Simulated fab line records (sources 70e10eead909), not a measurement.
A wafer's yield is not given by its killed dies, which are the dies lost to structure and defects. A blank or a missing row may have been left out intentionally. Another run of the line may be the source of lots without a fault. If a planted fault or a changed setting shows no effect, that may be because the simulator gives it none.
Chamber matching + flow nandHarc + NHARC_P_CONTACT_STRIP_28 on rieDiel-07 has 4 sister chambers
The step strips in O2. 16 wafers are shown with their chamber, then 8 later ones without.

## WAFERS PAIRED WITH THEIR CHAMBERS
| wafer  | chamber | showerheadPlenumPTorr (Torr) | drypumpMotorCurrentA (A) | oesProductAu (a.u.) |
|--------|---------|------------------------------|--------------------------|---------------------|
| L076.1 | 3       | 3.60                         | 5.7                      | 1.001               |
| L076.3 | 2       | 3.47                         | 6.4                      | 0.991               |
| L076.5 | 0       | 3.70                         | 6.0                      | 0.990               |
| L079.2 | 2       | 3.47                         | 6.5                      | 0.982               |
| L079.3 | 1       | 3.35                         | 5.6                      | 0.990               |
| L079.6 | 3       | 3.60                         | 5.7                      | 0.994               |
| L084.1 | 0       | 3.70                         | 6.0                      | 1.000               |
| L084.5 | 1       | 3.34                         | 5.6                      | 1.000               |
| L084.6 | 0       | 3.70                         | 6.0                      | 0.995               |
| L087.1 | 0       | 3.70                         | 6.0                      | 0.998               |
| L087.2 | 2       | 3.47                         | 6.4                      | 0.988               |
| L087.3 | 3       | 3.60                         | 5.7                      | 1.004               |
| L088.1 | 1       | 3.34                         | 5.6                      | 1.003               |
| L088.2 | 0       | 3.70                         | 6.0                      | 0.999               |
| L088.4 | 2       | 3.46                         | 6.4                      | 0.989               |
| L089.3 | 1       | 3.34                         | 5.6                      | 1.008               |

SIGNATURES (averages over the wafers above)
| reading               | chamber 0 | chamber 1 | chamber 2 | chamber 3 | scatter within a chamber |
|-----------------------|-----------|-----------|-----------|-----------|--------------------------|
| showerheadPlenumPTorr | 3.7000    | 3.3425    | 3.4675    | 3.6000    | 0.00354                  |
| drypumpMotorCurrentA  | 6.000     | 5.600     | 6.425     | 5.700     | 0.025                    |
| oesProductAu          | 0.99640   | 1.00025   | 0.98750   | 0.99967   | 0.00529                  |
Rule: for a wafer and a chamber, the distance is found by dividing, reading by reading, the gap between the wafer's reading and the chamber's mean by the reading's scatter, squaring, summing and taking the root. The wafer belongs to the nearest chamber; if the next one is less than 2 further off, it can't be placed. The scatter is the square root of a quotient: the sum, over the shown wafers, of each reading's squared deviation from its chamber's mean, divided by wafers minus chambers.

## WAFERS WITH NO CHAMBER GIVEN
| wafer  | showerheadPlenumPTorr (Torr) | drypumpMotorCurrentA (A) | oesProductAu (a.u.) |
|--------|------------------------------|--------------------------|---------------------|
| L089.5 | 3.60                         | 5.8                      | 0.994               |
| L089.6 | 3.47                         | 6.5                      | 0.989               |
| L091.4 | 3.70                         | 6.0                      | 0.991               |
| L091.5 | 3.60                         | 5.8                      | 1.000               |
| L091.6 | 3.46                         | 6.5                      | 0.984               |
| L094.1 | 3.34                         | 5.6                      | 1.000               |
| L094.3 | 3.70                         | 6.0                      | 0.992               |
| L094.6 | 3.34                         | 5.6                      | 0.982               |

## WHICH CHAMBER EACH ONE RAN IN
| wafer  | from the rows above | in truth |
|--------|---------------------|----------|
| L089.5 | 3                   | 3        |
| L089.6 | 2                   | 2        |
| L091.4 | 0                   | 0        |
| L091.5 | 3                   | 3        |
| L091.6 | 2                   | 2        |
| L094.1 | 1                   | 1        |
| L094.3 | 0                   | 0        |
| L094.6 | 1                   | 1        |
8 of 8 placed correctly. Can't be placed from these rows: 0. Number placed wrongly: 0.
